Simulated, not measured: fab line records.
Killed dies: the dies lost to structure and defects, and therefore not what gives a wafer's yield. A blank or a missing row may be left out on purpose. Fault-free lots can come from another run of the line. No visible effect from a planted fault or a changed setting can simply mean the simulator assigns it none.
Matching of chambers	flow n5 finfet	N5_BEOL_M5_CURE_79 on uv cure-03: 3 sister chambers
The step cures SiCOH lowk, time 240 s. 3 wafers are shown with their chamber, then 11 later ones without.

## EACH WAFER AND ITS CHAMBER
wafer	chamber	wafer_temp_C_max
L078.5	0	387.3
L080.5	2	386.7
L085.1	1	387.1

## WAFERS WITH NO CHAMBER GIVEN
wafer	wafer_temp_C_max
L085.2	386.6
L085.6	386.4
L085.3	386.3
L085.4	386.7
L085.5	386.6
L090.1	387.0
L090.2	387.4
L090.3	386.4
L096.2	386.4
L096.3	386.7
L096.5	386.8

## WHICH CHAMBER EACH WENT THROUGH
wafer	from the rows above	in truth
L085.2	can't be placed: 2 or 1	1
L085.6	can't be placed: 2 or 1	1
L085.3	can't be placed: 2 or 1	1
L085.4	can't be placed: 2 or 1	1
L085.5	can't be placed: 2 or 1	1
L090.1	can't be placed: 1 or 0 or 2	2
L090.2	can't be placed: 0 or 1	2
L090.3	can't be placed: 2 or 1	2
L096.2	can't be placed: 2 or 1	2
L096.3	can't be placed: 2 or 1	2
L096.5	can't be placed: 2 or 1 or 0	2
0 of 11 placed correctly. From these rows, 11 cannot be placed; in 10 the true chamber is one of the candidates. Placed wrongly: 0.
How it was worked out, from the rows above alone: a wafer's distance from a chamber is the root of the sum, over the readings, of the square of ((its reading less the chamber's mean) divided by the reading's scatter). If the next closest chamber is less than 2 further off than the closest, the wafer can't be placed; otherwise it belongs to the closest. The mean given for a chamber averages the wafers shown for that chamber. The scatter (one wafer shown for each chamber): square how far every hidden wafer sits from the nearest shown wafer, average those squares and take the square root.
